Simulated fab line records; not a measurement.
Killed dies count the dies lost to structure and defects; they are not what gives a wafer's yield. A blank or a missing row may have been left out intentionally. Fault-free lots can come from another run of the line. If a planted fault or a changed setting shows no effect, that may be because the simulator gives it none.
Chamber matching + flow nand-harc + NHARC_A_M0_PRE_CLEAN_31 on pecvd-03 has 3 sister chambers
The step time 12 s. 3 wafers are shown with their chamber, then 12 later ones without.

WAFERS, EACH WITH ITS CHAMBER
| wafer  | chamber | heater-power-w (W) |
|--------|---------|--------------------|
| L092.4 | 0       | 559                |
| L091.4 | 2       | 724                |
| L091.5 | 1       | 821                |

WAFERS WITHOUT THEIR CHAMBER
| wafer  | heater-power-w (W) |
|--------|--------------------|
| L095.2 | 676                |
| L095.3 | 887                |
| L095.4 | 860                |
| L093.2 | 594                |
| L093.4 | 603                |
| L093.5 | 784                |
| L094.4 | 837                |
| L094.5 | 590                |
| L094.6 | 831                |
| L097.3 | 771                |
| L097.4 | 622                |
| L097.5 | 774                |

EACH ONE'S CHAMBER
| wafer  | from the rows above     | in truth                   |
|--------|-------------------------|----------------------------|
| L095.2 | can't be placed: 2 or 0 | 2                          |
| L095.3 | 1                       | 1                          |
| L095.4 | 1                       | 1                          |
| L093.2 | 0                       | 0                          |
| L093.4 | can't be placed: 0 or 2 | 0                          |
| L093.5 | can't be placed: 1 or 2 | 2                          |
| L094.4 | 1                       | 1                          |
| L094.5 | 0                       | 0                          |
| L094.6 | 1                       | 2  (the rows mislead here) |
| L097.3 | can't be placed: 2 or 1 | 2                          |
| L097.4 | can't be placed: 0 or 2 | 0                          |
| L097.5 | can't be placed: 1 or 2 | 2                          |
Placed correctly: 5 of 12. Not placeable from these rows: 6 (in 6, the candidates include the true chamber). Placed wrongly: 1.
How it was worked out, from the rows above alone: a wafer's distance from a chamber is the root of the sum, over the readings, of the square of ((its reading less the chamber's mean) divided by the reading's scatter). The wafer belongs to the nearest chamber; if the next one is less than 2 further off, it can't be placed. Each chamber's mean is taken over the wafers shown for it. The scatter: with one shown wafer a chamber, the root of the mean of the squares of how far each hidden wafer lies from its nearest shown one.
